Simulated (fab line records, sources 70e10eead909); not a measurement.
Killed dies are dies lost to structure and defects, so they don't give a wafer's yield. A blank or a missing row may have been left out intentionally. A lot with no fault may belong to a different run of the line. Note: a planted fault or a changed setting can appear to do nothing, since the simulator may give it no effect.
fab line records	flow nand-harc
record lots=14	wafers=42	last-day=26
route steps=1159 shown A_STAIRCASE@743 A_SLIT@794 A_WL_FILL@811
lots untouched by any fault: they come from a run of this same line in which no faults occurred
start-h: hours from the record's opening day to when the first of the lot's shown wafers began	wait-h: how many hours have passed since the lot's step before this one	" same as the row above	L1.1+2: a single row standing in for several wafers	- no value, or no start was given	* or withheld: withheld	< > ~ a bound
route shown NAME@n: a module of which the file shows steps, and the number in the route of the first	usual: mean/standard deviation of fault-free wafers	same: alike in all rows	chamber/n: place in a boat	sites: per-site readings	_std_site: standard deviation across them	_edge_site: outer sites' mean less inner sites'	radius-mm: how far each site lies from the wafer's centre	mask NAME#n: copy n	behind: tool/chamber where the wafer was last shaped	hold: why the lot went on hold/how many hours it stayed there/how the hold came to an end	device: whichever transistor did not switch (one of n, p or np)	end of line: the tests these same wafers got at the end of their route	for a step that has no rows: nothing shown but its recipe	killed: not the wafer's yield, but the dies lost to structure and defects at the first sort	map: the dies of a wafer, with x for killed, . for not killed, _ for no die there
set.NAME: the setting as run; set.NAME@STEP: as run at that earlier step	model.NAME: the simulator's own value behind a step, which no gauge read
the route's steps for a sample of lots (tables are steps, rows are wafers)
services: when a tool's chamber went out of use (start-h, in hours from the record's first day, below 0 if earlier), for how many hours, and the reason
## steps
# step NHARC_A_STAIRCASE_CMP_472
# recipe material=SiO2
# usual motor-current-A=11.9/1.2
lot.wafer	tool	chamber	start-h	wait-h	motor-current-A
L563.4	cmp-03	0	306.50	0.2	10.3
L563.3	"	2	"	"	11.8
L563.5	"	0	"	"	10.3
L564.1	cmp-01	0	319.47	0.2	12.4
L564.3	"	2	"	"	13.5
L564.6	"	1	"	"	12.4
L565.2	cmp-03	2	320.94	0.2	11.3
L565.1	"	1	"	"	10.5
L565.5	"	3	"	"	12.3
L567.2	cmp-03	0	340.95	0.3	9.5
L567.5	"	1	"	"	10.9
L567.6	"	2	"	"	11.6
L568.2	cmp-01	3	353.26	0.3	12.3
L568.1	"	0	"	"	12.7
L568.6	"	2	"	"	14.0
L571.2	cmp-04	1	371.80	0.2	11.2
L571.3	"	2	"	"	12.1
L571.6	"	1	"	"	11.5
L572.4	cmp-01	2	372.06	0.2	14.3
L572.2	"	0	"	"	13.1
L572.5	"	1	"	"	12.8
L574.4	cmp-03	3	404.13	0.3	11.4
L574.3	"	0	"	"	10.0
L574.5	"	1	"	"	10.6
L578.3	cmp-04	0	424.37	0.2	12.5
L578.2	"	1	"	"	11.0
L578.4	"	3	"	"	14.3
L581.4	cmp-01	2	434.84	0.2	13.6
L581.2	"	0	"	"	12.0
L581.5	"	3	"	"	12.0
L583.1	cmp-01	3	446.62	0.3	10.7
L583.3	"	1	"	"	11.8
L583.2	"	2	"	"	14.2
L582.4	cmp-01	2	446.98	0.2	13.7
L582.3	"	3	"	"	11.5
L582.6	"	3	"	"	11.8
L586.3	cmp-04	2	458.33	0.2	13.3
L586.2	"	3	"	"	14.0
L586.5	"	2	"	"	12.7
L585.1	cmp-04	0	458.95	0.2	12.7
L585.4	"	2	"	"	12.5
L585.2	"	3	"	"	14.5
# step NHARC_A_SLIT_ETCH_24
# recipe target-depth-a=1210	time-s=60.5	cf4-flow-sccm=100	chf3-flow-sccm=30	ar-flow-sccm=0	rf-w=500	bias-w=200	chemistry=CF4/CHF3
# usual drypump-motor-current-A=5.6/0.38	mfc-ar-sccm=0.010/0.011	oes-product-au=0.959/0.015	rf-vpp-V=369.9/2.2	showerhead-plenum-p-Torr=1.55/0.06	throttle-valve-pct=16.802/0.0078
# same time-s=60.5
lot.wafer	tool	chamber	start-h	wait-h	drypump-motor-current-A	mfc-ar-sccm	oes-product-au	rf-hours-counter-h	rf-vpp-V	showerhead-plenum-p-Torr	throttle-valve-pct
L563.4	rie-diel-10	2	320.01	0.1	6.1	0.009	0.959	10	373.4	1.59	16.794
L563.3	"	0	"	"	5.9	0.012	0.972	9	369.7	1.54	16.792
L563.5	"	1	"	"	5.3	0	0.969	-	368.4	1.54	16.802
L565.1	rie-diel-03	3	330.64	0.1	5.5	0	0.959	7	368.8	1.53	16.803
L565.2	"	1	"	"	6.0	0.004	0.957	7	368.9	1.48	16.811
L565.5	"	3	"	"	5.6	0	0.962	-	370.5	1.54	16.819
L564.1	rie-diel-10	0	330.80	0.1	5.9	0.012	0.953	10	367.0	1.54	16.812
L564.3	"	1	"	"	5.3	0	0.971	11	368.3	1.54	16.799
L564.6	"	3	"	"	5.1	0	0.955	-	370.5	1.57	16.786
L567.2	rie-diel-10	1	351.72	0.1	5.3	0	0.962	12	370.4	1.54	16.798
L567.5	"	3	"	"	5.1	0	0.958	-	369.6	1.57	16.796
L567.6	"	1	"	"	5.3	0	0.959	-	368.5	1.54	16.788
L568.2	rie-diel-03	3	366.15	0.1	5.5	0	0.957	11	367.5	1.53	16.797
L568.1	"	1	"	"	6.0	0.004	0.954	10	366.8	1.48	16.803
L568.6	"	1	"	"	6.0	0.004	0.957	-	367.5	1.48	16.800
L571.3	rie-diel-05	1	383.29	0.1	4.8	0.025	0.969	2	371.8	1.61	16.791
L571.2	"	0	"	"	5.7	0	0.974	2	366.5	1.47	16.819
L571.6	"	2	"	"	5.7	0.027	0.937	-	367.0	1.47	16.818
L572.2	rie-diel-10	0	383.46	0.1	5.9	0.012	0.951	0	369.1	1.54	16.800
L572.4	"	0	"	"	5.9	0.012	0.946	-	368.3	1.54	16.793
L572.5	"	1	"	"	5.3	0	0.946	-	369.7	1.54	16.810
L574.4	rie-diel-05	0	424.03	0.1	5.6	0	0.949	4	367.0	1.47	16.813
L574.3	"	3	"	"	6.0	0.029	0.939	5	371.5	1.62	16.818
L574.5	"	0	"	"	5.6	0	0.951	-	367.4	1.47	16.809
L578.4	rie-diel-05	1	437.65	0.1	4.9	0.025	0.985	5	370.6	1.61	16.797
L578.2	"	2	"	"	5.7	0.027	0.963	6	367.2	1.47	16.786
L578.3	"	3	"	"	6.0	0.029	0.947	6	371.7	1.62	16.802
L581.2	rie-diel-03	3	447.27	0.1	5.6	0	0.969	3	370.2	1.53	16.808
L581.4	"	2	"	"	5.3	0	0.961	5	369.5	1.55	16.796
L581.5	"	3	"	"	5.6	0	0.973	-	368.8	1.53	16.810
L583.2	rie-diel-05	0	458.94	0.1	5.6	0	0.965	8	366.2	1.47	16.816
L583.1	"	1	"	"	4.9	0.025	0.988	8	373.6	1.61	16.797
L583.3	"	2	"	"	5.7	0.027	0.971	9	367.1	1.47	16.808
L582.3	rie-diel-10	1	459.23	0.1	5.3	0	0.953	6	367.6	1.54	16.792
L582.6	"	1	"	"	5.3	0	0.939	-	369.7	1.54	16.799
L582.4	"	3	"	"	5.1	0	0.969	-	370.4	1.57	16.798
L586.2	rie-diel-05	3	469.64	0.1	6.0	0.029	0.946	10	372.1	1.62	16.797
L586.3	"	0	"	"	5.6	0	0.980	10	367.0	1.47	16.808
L586.5	"	0	"	"	5.6	0	0.984	-	367.0	1.47	16.800
L585.2	rie-diel-03	2	469.79	0.1	5.3	0	0.951	6	370.6	1.55	16.794
L585.4	"	0	"	"	5.8	0.014	0.973	6	374.0	1.65	16.807
L585.1	"	1	"	"	6.0	0.004	0.972	4	369.2	1.48	16.785
# step NHARC_A_WL_FILL_ALD_02
# recipe target-thk-a=20	pulse-time-s=3	ald-cycles=100	temp-c=450	material=TiN
# usual heater-power-w=1058/150	precursor-pulse-height-rel=1.000/0.019
# same ald-cycles=100
lot.wafer	tool	chamber	start-h	wait-h	heater-power-w	precursor-pulse-height-rel
L563.4	ald-metal-04	2	345.56	0.1	1037	0.983
L563.3	"	3	"	"	1317	1.047
L563.5	"	2	"	"	1047	0.987
L565.1	ald-metal-04	1	353.33	0.2	981	0.970
L565.2	"	3	"	"	1325	0.995
L565.5	"	1	"	"	980	1.008
L564.1	ald-metal-02	3	353.56	0.2	986	0.974
L564.3	"	1	"	"	963	0.990
L564.6	"	2	"	"	980	1.038
L567.2	ald-metal-01	2	363.47	0.3	867	0.977
L567.5	"	3	"	"	1206	1.019
L567.6	"	0	"	"	1020	1.010
L568.2	ald-metal-04	3	378.38	0.2	1333	1.008
L568.1	"	0	"	"	1006	1.002
L568.6	"	0	"	"	988	1.010
L571.3	ald-metal-04	0	394.85	0.1	998	1.028
L571.2	"	3	"	"	1325	0.971
L571.6	"	2	"	"	1052	0.973
L572.4	ald-metal-02	2	395.06	0.1	922	1.011
L572.2	"	3	"	"	975	0.999
L572.5	"	2	"	"	939	0.985
L574.3	ald-metal-01	1	435.58	0.2	1292	0.984
L574.4	"	3	"	"	1211	1.043
L574.5	"	0	"	"	1059	1.032
L578.2	ald-metal-01	0	452.15	0.2	1042	1.014
L578.3	"	2	"	"	867	1.041
L578.4	"	3	"	"	1200	1.017
L581.4	ald-metal-02	3	458.72	0.1	961	1.008
L581.2	"	2	"	"	953	1.013
L581.5	"	0	"	"	964	0.988
L583.1	ald-metal-02	1	470.53	0.2	914	1.021
L583.2	"	2	"	"	955	0.983
L583.3	"	0	"	"	999	0.979
L582.4	ald-metal-01	1	470.68	0.1	1406	0.995
L582.3	"	3	"	"	1177	0.989
L582.6	"	2	"	"	845	1.033
L585.1	ald-metal-02	1	482.69	0.2	929	1.014
L585.2	"	2	"	"	917	1.022
L585.4	"	0	"	"	944	1.027
L586.3	ald-metal-01	2	482.94	0.2	859	1.008
L586.2	"	3	"	"	1167	1.017
L586.5	"	0	"	"	1039	1.015
# step NHARC_A_WL_FILL_ETCHBACK_04
# recipe target-depth-a=600	time-s=120	chemistry=NF3
# usual drypump-motor-current-A=5.8/0.43	oes-product-au=1.003/0.011	run-length-s=141.5/0.37
lot.wafer	tool	chamber	start-h	wait-h	drypump-motor-current-A	oes-product-au	rf-hours-counter-h	run-length-s
L563.4	rie-metal-02	1	349.42	1.5	6.5	0.992	-	141.3
L563.3	"	0	"	"	5.1	0.992	-	141.4
L563.5	"	0	"	"	5.1	0.997	-	141.3
L565.2	rie-metal-02	1	357.06	2.9	6.5	1.012	3.7	141.3
L565.1	"	0	"	"	5.1	1.001	3.7	141.7
L565.5	"	1	"	"	6.5	1.010	-	141.5
L564.1	rie-metal-03	0	357.34	2.4	5.5	1.022	1.7	141.2
L564.3	"	1	"	"	5.7	1.000	-	141.2
L564.6	"	0	"	"	5.5	1.019	-	141.3
L567.2	rie-metal-02	0	374.27	2.9	5.1	0.976	4.2	141.4
L567.5	"	0	"	"	5.2	0.988	-	141.4
L567.6	"	1	"	"	6.5	0.992	-	141.4
L568.1	rie-metal-03	0	394.27	2.9	5.5	1.020	2.3	141.4
L568.2	"	1	"	"	5.7	1.002	2.3	141.2
L568.6	"	0	"	"	5.5	1.016	-	141.2
L571.2	rie-metal-01	0	407.42	2.9	5.9	0.992	1.9	142.1
L571.3	"	0	"	"	5.9	1.002	-	141.9
L571.6	"	0	"	"	5.9	0.995	-	142.1
L572.2	rie-metal-03	0	407.80	2.9	5.5	1.030	2.8	98.7
L572.4	"	0	"	"	5.5	1.024	-	98.7
L572.5	"	0	"	"	5.5	1.015	-	98.8
L574.4	rie-metal-03	1	442.00	2.0	5.7	1.005	-	98.8
L574.3	"	0	"	"	5.5	1.026	-	99.0
L574.5	"	1	"	"	5.7	1.000	-	98.5
L578.2	rie-metal-01	1	455.88	2.3	5.8	1.004	3.4	141.3
L578.4	"	1	"	"	5.8	0.987	-	141.7
L578.3	"	0	"	"	5.9	1.018	-	142.0
L581.2	rie-metal-01	1	468.68	2.8	5.7	0.999	3.8	141.6
L581.4	"	0	"	"	5.9	1.008	-	142.2
L581.5	"	1	"	"	5.7	0.993	-	141.5
L583.1	rie-metal-02	0	475.52	2.4	5.1	0.996	1.8	141.2
L583.2	"	1	"	"	6.5	1.003	1.8	141.4
L583.3	"	0	"	"	5.1	1.011	-	141.5
L582.3	rie-metal-02	1	478.43	1.5	6.5	1.009	-	141.2
L582.4	"	0	"	"	5.1	1.006	-	141.3
L582.6	"	0	"	"	5.1	1.013	-	141.3
L585.2	rie-metal-01	1	489.10	2.8	5.7	1.004	4.7	141.4
L585.1	"	0	"	"	5.9	1.008	4.7	142.2
L585.4	"	1	"	"	5.8	0.997	-	141.7
L586.2	rie-metal-02	1	494.23	2.9	6.5	0.999	2.6	141.3
L586.3	"	1	"	"	6.5	1.006	-	141.9
L586.5	"	0	"	"	5.1	1.008	-	141.5
## services
tool	chamber	start-h	hours	kind
rie-diel-10	3	300.83	6.5	repair
cmp-04	-	302.87	4.0	pm
ald-metal-02	1	307.47	6.3	repair
ald-metal-04	1	311.75	26.9	repair
ald-metal-02	-	330.52	0.5	repair
rie-metal-01	-	332.00	9.0	pm
rie-diel-05	-	340.75	9.0	pm
rie-diel-10	0	344.92	7.0	repair
cmp-03	-	346.96	0.8	repair
rie-diel-10	-	353.50	9.0	pm
ald-metal-01	-	356.02	0.9	repair
ald-metal-02	-	364.00	10.0	pm
rie-diel-10	2	371.86	19.0	repair
cmp-01	-	375.53	4.0	pm
rie-metal-02	-	388.00	9.0	pm
ald-metal-01	-	393.30	1.5	repair
rie-diel-10	2	397.82	11.9	repair
cmp-01	-	432.06	0.3	repair
ald-metal-01	3	441.59	6.6	repair
rie-diel-10	0	456.52	8.1	repair
ald-metal-01	-	458.00	10.0	pm
cmp-01	-	473.53	4.0	pm
rie-diel-10	-	473.57	0.6	repair
ald-metal-02	-	486.41	0.8	repair
## key
first-sign step=NHARC_A_WL_FILL_ETCHBACK_04	reading=run-length-s	direction=down	sigmas=99+	usual=*	struck=*
effect none on later readings
met-at NHARC_A_WL_FILL_ETCHBACK_04
struck-lots L572,L574
later-rows-left-out L572.2,L572.4,L572.5,L574.3,L574.4,L574.5
sort-left-out L572.2,L572.4,L572.5,L574.3,L574.4,L574.5
tester-left-out L572,L574
not-acting-at NHARC_A_STAIRCASE_CMP_472,NHARC_A_SLIT_ETCH_24,NHARC_A_WL_FILL_ALD_02
onset-between 394.27 407.80
fault kind=process-parameter-drift	tool=rie-metal-03	chamber=-	onset-h=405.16	steps=NHARC_A_WL_FILL_ETCHBACK_04	channel=time-s	offset=*	shape=step	end-h=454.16	acts-in=*	stated=*
# tester-left-out: of these lots the tester's yield and bins aren't shown, on N5 and GAA mostly nor the transistor test; their killed dies are dies lost to structure and defects alone, not to doping, threshold or leakage, so they don't give the yield
# sort-left-out: the simulated sort isn't trusted on such a fault, so these wafers' sort isn't shown, and their yield isn't known
# later-rows-left-out: the simulator's readings of these wafers behind a module that went badly wrong aren't trusted and aren't shown, but for the sort
